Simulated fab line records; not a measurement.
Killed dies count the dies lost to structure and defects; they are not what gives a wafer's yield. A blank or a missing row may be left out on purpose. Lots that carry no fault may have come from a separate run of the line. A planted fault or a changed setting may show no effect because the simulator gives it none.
Struck lot and sound lot, side by side -- flow n5_finfet -- 15 out of 1938 route steps
Sound: these wafers, L786.3, L786.5, L786.6. Struck: wafer L792.3. (L792.1 of the same lot was not struck and is left out.) The cause comes at the end.
Order at every step that has rows: each side's tool, ch and its chambers, its first start. Under that, the readings that differ: sound wafers -- struck wafers -- difference of the means -- sigmas: that difference in standard deviations of wafers without a fault.
alike: a reading whose means differ by less than 2 such deviations, as well as words and numbers matching on both sides. not compared: withheld readings; readings where some wafer has no value; bounds like >300 that might hide an equal value; numbers whose values overlap and for which the record gives no deviation.
The two part at a step that has a row with sigmas, a row that says differs or no value, or rows on one side only. Numbers that have no deviation but don't overlap get no sigmas and don't part them. Lack of a reading on every wafer of one side parts them only where that side has two or more wafers.

N5_BEOL_M7_CURE_75: cures SiCOH lowk, time 120 s.
  sound on uv_cure-01 ch 1, day 9 15:26; struck on uv_cure-01 ch 1, day 11 11:57
  alike: lamp_power_pct, wafer_temp_C_max
then, 2 steps without rows for these wafers: N5_BEOL_M7_DEGAS_44 (time 60 s); N5_BEOL_M7_PRE_CLEAN_45 (time 30 s).
N5_BEOL_M7_ALD_77: deposits TaN, target thk 2 nm, pulse time 2 s, purge time 3 s.
  sound on ald_metal-03 ch 0,3, day 9 17:44; struck on ald_metal-04 ch 0, day 11 12:23
  alike: heater_power_w
N5_BEOL_M7_SURFACE_TREAT_79:
  sound: pvd_sputter-01 at day 9 18:07; struck: pvd_sputter-03 at day 11 12:40
  not compared: throttle_valve_pct
then, 1 step without rows for these wafers: N5_BEOL_M7_CVD_78 (deposits Co from CCTBA/H2, target thk 2 nm, time 142.3 s).
N5_BEOL_M7_SPUTTER_48: material Cu, target thk 10 nm, time 1.667 s.
  sound: pvd_sputter-01 at day 9 18:29; struck: pvd_sputter-03 at day 11 16:23
  alike: throttle_valve_pct
then, 2 steps without rows for these wafers: N5_BEOL_M7_ECD_50 (material Cu, target thk 300 nm); N5_BEOL_M7_ANNEAL_51 (time 90 s).
N5_BEOL_M7_CMP_52: polishes, stops on SiCOH lowk, t overpolish 6.9 s, target thk 80 nm.
  sound on cmp-02 ch 2,3, day 9 18:59; struck on cmp-01 ch 0, day 11 16:54
  alike: barrier_field_endpoint_s, motor_current_A, overpolish_run_s, time_to_endpoint_s
N5_BEOL_M7_THK_MEAS_53: measures by xrf.
  sound: film_metro-02 at day 9 19:17; struck: film_metro-01 at day 11 17:12
  alike: M7_THK
then, 1 step without rows for these wafers: N5_BEOL_M7_PRE_CLEAN_55 (time 15 s).
N5_BEOL_M7_DEP_56: deposits SiCN from 3MS/NH3, target thk 10 nm, time 17.5 s.
  sound on pecvd-03 ch 0,1, day 9 19:22; struck on pecvd-03 ch 2, day 11 17:16
reading,sound,struck,difference,sigmas
throttle_valve_pct (%),9.3 8.8 9.4,8.0,-1.2,-3
model.SiCN_of_BEOL_M7_DEP_56.thk_nm (nm),10 10.2 10.2,17.2,+7.1,
  alike: showerhead_plenum_p_Torr
N5_BEOL_M7_RS_MEAS_57: uses a four-point probe to measure.
  sound: film_metro-02 at day 9 19:26; struck: film_metro-01 at day 11 17:22
  alike: M7_RS
-- a jump in the record: the struck wafers' starts before and after are 3 days apart (it breaks off in module BEOL_M7 and resumes in module PASSIVATION, where the first step shown is number 1936 of the route) --
N5_PASSIVATION_PROBE_49:
  rows exist in the record for the struck wafers here (prober-02, day 15 02:28), but not for the sound ones

== WHERE THEY PART ==
At N5_BEOL_M7_DEP_56 first; at N5_PASSIVATION_PROBE_49 last (within this record only).

WHY: the cause the simulator had injected
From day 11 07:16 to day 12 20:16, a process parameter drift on pecvd-03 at N5_BEOL_M7_DEP_56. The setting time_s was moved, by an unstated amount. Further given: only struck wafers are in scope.
